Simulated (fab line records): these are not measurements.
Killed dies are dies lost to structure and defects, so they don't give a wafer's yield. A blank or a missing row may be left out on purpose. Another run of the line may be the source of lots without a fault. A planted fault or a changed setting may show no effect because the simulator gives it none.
Matching of chambers -- flow n5Finfet -- N5_BEOL_M0_SAQP_ETCH_73 on rieDiel-05: 4 sister chambers
The step etches SiARC in CF4, target depth 19.5 nm, time 32.5 s. 20 wafers are shown with their chamber, then 10 later ones without.

== WAFERS, EACH WITH ITS CHAMBER ==
wafer,chamber,throttleValvePct (%),oesProductAu (a.u.),showerheadPlenumPTorr (Torr)
L074.1,1,15.8,0.71,2.17
L074.3,3,16.1,0.65,2.14
L074.6,3,16.1,0.66,2.14
L078.1,3,16.1,0.64,2.14
L078.3,1,15.8,0.70,2.17
L078.5,1,15.8,0.70,2.17
L080.1,1,15.9,0.69,2.17
L080.4,2,15.0,0.78,2.19
L080.6,2,15.0,0.79,2.19
L084.1,3,16.1,0.65,2.14
L084.2,2,15.0,0.78,2.18
L084.3,1,15.9,0.69,2.16
L085.2,3,16.1,0.64,2.14
L085.3,1,15.9,0.69,2.16
L085.4,0,16.0,0.59,2.11
L088.1,2,15.0,0.77,2.18
L088.3,3,16.1,0.64,2.14
L088.4,1,15.9,0.69,2.16
L092.1,3,16.1,0.63,2.13
L092.4,0,16.0,0.59,2.11

SIGNATURES (averages over the wafers above)
reading,chamber 0,chamber 1,chamber 2,chamber 3,scatter within a chamber
throttleValvePct,16.000,15.857,15.000,16.100,0.0327
oesProductAu,0.5900,0.6957,0.7800,0.6443,0.00845
showerheadPlenumPTorr,2.1100,2.1657,2.1850,2.1386,0.00472
Rule: for each reading, subtract the chamber's mean from the wafer's reading, divide by that reading's scatter and square the result; add these up over the readings and take the root, which gives the wafer's distance from the chamber. If the next closest chamber is less than 2 further off than the closest, the wafer can't be placed; otherwise it belongs to the closest. The scatter: take each reading less its chamber's mean, square it, sum over the shown wafers, divide by the number of wafers less the number of chambers, and take the root.

== WAFERS WITHOUT THEIR CHAMBER ==
wafer,throttleValvePct (%),oesProductAu (a.u.),showerheadPlenumPTorr (Torr)
L092.6,15.9,0.68,2.16
L093.3,16.1,0.63,2.13
L093.4,15.9,0.67,2.16
L093.6,16.1,0.63,2.13
L094.1,15.0,0.75,2.18
L094.2,16.1,0.63,2.13
L094.6,16.1,0.62,2.13
L096.2,16.1,0.63,2.13
L096.4,16.0,0.59,2.11
L096.5,16.0,0.58,2.11

== EACH ONE'S CHAMBER ==
wafer,from the rows above,in truth
L092.6,1,1
L093.3,3,3
L093.4,1,1
L093.6,3,3
L094.1,2,2
L094.2,3,3
L094.6,3,3
L096.2,3,3
L096.4,0,0
L096.5,0,0
Correct placement for 10 of the 10. Can't be placed from these rows: 0. Number placed wrongly: 0.
